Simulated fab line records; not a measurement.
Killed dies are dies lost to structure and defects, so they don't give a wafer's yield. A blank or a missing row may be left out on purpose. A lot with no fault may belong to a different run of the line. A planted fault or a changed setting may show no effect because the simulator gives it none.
A lot that was struck, set against a sound lot	flow n5Finfet	18 steps out of a route of 1938
Sound: these wafers, L974.3, L974.5, L974.6. The struck wafers were L969.1, L969.3, L969.5. At the end, the cause is stated.
At each step with rows: each side's tool, then ch and its chambers, then its first start. Under that, the readings that differ: sound wafers	struck wafers	difference of the means	sigmas: that difference in standard deviations of wafers without a fault.
alike: same words and numbers on both sides, and readings whose means sit less than 2 such deviations apart. not compared: any withheld reading, any reading some wafer has no value for, any bound like >300 that may hide the same value, and any number with overlapping values for which the record gives no deviation.
Wherever a step has rows on one side only, a row that says differs or no value, or a row with sigmas, the two part there. Numbers that don't overlap but have no deviation are shown without sigmas and don't part them. A reading that every wafer of one side lacks parts them only if that side has two wafers or more.

N5_PMOS_HMC_CHANNEL_EPI_OVL_MEAS_10:
  sound on overlay-01 ch 0, day 6 17:25; struck on overlay-01 ch 0, day 5 11:08
  alike: PMOS_HMC_BLK_OVL
N5_PMOS_HMC_CHANNEL_EPI_INSPECT_11: inspects for defects (macro).
  sound: defectInspect-01 at day 6 17:27; struck: defectInspect-02 at day 5 11:10
  alike: rawDefectCount
N5_PMOS_HMC_CHANNEL_EPI_DESCUM_14: chemistry O2, time 7.9 s.
  sound on rieDiel-05 ch 0,1, day 6 17:29; struck on rieDiel-02 ch 0,2,3, day 5 11:12
reading	sound	struck	difference	sigmas
tempC (C)	40.19 40.03 40.18	39.82 39.96 39.87	-0.25	-2
  alike: drypumpMotorCurrentA, oesProductAu, rfFwdPowerW, rfVppV, showerheadPlenumPTorr, throttleValvePct
  not compared: rfHoursCounterH
N5_PMOS_HMC_CHANNEL_EPI_ETCH_32: etches BARC in N2/H2, stops on SiO2, target depth 85.8 nm, time 50.3 s.
  sound on rieDiel-05 ch 0,1, day 6 17:31; struck on rieDiel-02 ch 0,2,3, day 5 11:14
  alike: drypumpMotorCurrentA, h2FlowSccm, oesProductAu, rfFwdPowerW, rfVppV, showerheadPlenumPTorr, throttleValvePct
  not compared: rfHoursCounterH
N5_PMOS_HMC_CHANNEL_EPI_HM_OPEN_15: chemistry CHF3/O2, target SiO2, target depth 40.6 nm, time 20.3 s.
  sound on rieDiel-05 ch 0,1, day 6 17:34; struck on rieDiel-02 ch 0,2,3, day 5 11:17
  alike: drypumpMotorCurrentA, oesProductAu, rfFwdPowerW, rfVppV, showerheadPlenumPTorr, throttleValvePct
  not compared: rfHoursCounterH
then, 2 steps without rows for these wafers: N5_PMOS_HMC_CHANNEL_EPI_STRIP_33 (strips in N2/H2); N5_PMOS_HMC_CHANNEL_EPI_STRIP_17 (strips in SPM, time 750 s).
N5_PMOS_HMC_CHANNEL_EPI_ETCH_38: etches SiO2 in CF4, target depth 1.5 nm.
  sound on rieSi-05 ch 1,2, day 6 17:56; struck on rieSi-02 ch 0,3, day 5 11:39
reading	sound	struck	difference	sigmas
oesProductAu (a.u.)	0.975 0.966 0.966	1.024 1.012 1.010	+0.046	+2
  alike: drypumpMotorCurrentA, rfFwdPowerW, throttleValvePct
  not compared: rfHoursCounterH
N5_PMOS_HMC_CHANNEL_EPI_FIN_RECESS_16: chemistry HBr/Cl2, target Si, target depth 54 nm, time 18 s.
  sound on rieSi-05 ch 1,2, day 6 17:57; struck on rieSi-02 ch 0,3, day 5 11:40
  alike: drypumpMotorCurrentA, oesProductAu, rfFwdPowerW, throttleValvePct
  not compared: rfHoursCounterH
then, 3 steps without rows for these wafers: N5_PMOS_HMC_CHANNEL_EPI_PRECLEAN_36 (cleans in O3/DIW, time 45 s); N5_PMOS_HMC_CHANNEL_EPI_PRECLEAN_18 (cleans in DHF, time 30 s); N5_PMOS_HMC_CHANNEL_EPI_SRD_19 (time 30 s).
N5_PMOS_HMC_CHANNEL_EPI_EPI_20: deposits SiGe30, target thk 59 nm.
  sound on epiRpcvd-01 ch 0, day 6 18:31; struck on epiRpcvd-01, day 5 11:51
  no value came back on the struck wafers for chamberPressureTorr (Torr), lampInnerPct (%); on the sound wafers chamberPressureTorr (Torr) reads 19.94 20.01 20.04
then, 4 steps without rows for these wafers: N5_PMOS_HMC_CHANNEL_EPI_HM_STRIP_35 (strips SiO2 in dHF, material SiO2, target depth 39.6 nm, time 216 s); N5_PMOS_HMC_CHANNEL_EPI_SRD_39 (time 30 s); N5_PMOS_HMC_CHANNEL_EPI_CMP_21 (polishes SiGe30, target thk 54 nm); N5_PMOS_HMC_CHANNEL_EPI_PRECLEAN_40 (cleans in DHF, time 30 s).
-- record jumps: 11 days separate the struck wafers' starts on either side; left off in module PMOS_HMC_CHANNEL_EPI, taken up again in module PASSIVATION, whose first shown step is the route's number 1936 --
N5_PASSIVATION_PROBE_49:
  sound: prober-01 at day 17 10:24; struck: prober-01 at day 16 13:18
reading	sound	struck	difference	sigmas
defectLimitedYield (%)	91.2 91.3 90.6	0 0 0	-91	-57
killed_at_M4_up	9 15 21	1 0 0	-15	-3
killedAtFrontEnd	47 51 42	1167 1166 1167	+1120	+93
killedDies	104 103 111	1180 1180 1180	+1074	+60
killedOnRim	17 15 7	152 152 152	+139	+33
killedOpen	72 73 72	16 21 19	-54	-4
killedShort	31 30 39	12 1 4	-28	-3
sort_bin_5_function (%)	5.6 5.0 5.8	74.1 74.6 74.1	+68.8	+72
sortNPass	1076 1077 1069	0 0 0	-1074	-54
sortYieldPct (%)	91.2 91.3 90.6	0 0 0	-91	-54
  alike: killed_at_M0_to_M3, killedAtContacts, killedAtOther, sort_bin_6_memory

## WHERE THEY PART
At N5_PMOS_HMC_CHANNEL_EPI_DESCUM_14 first; at N5_PASSIVATION_PROBE_49 last (within this record only).

WHY: whatever the simulator had introduced
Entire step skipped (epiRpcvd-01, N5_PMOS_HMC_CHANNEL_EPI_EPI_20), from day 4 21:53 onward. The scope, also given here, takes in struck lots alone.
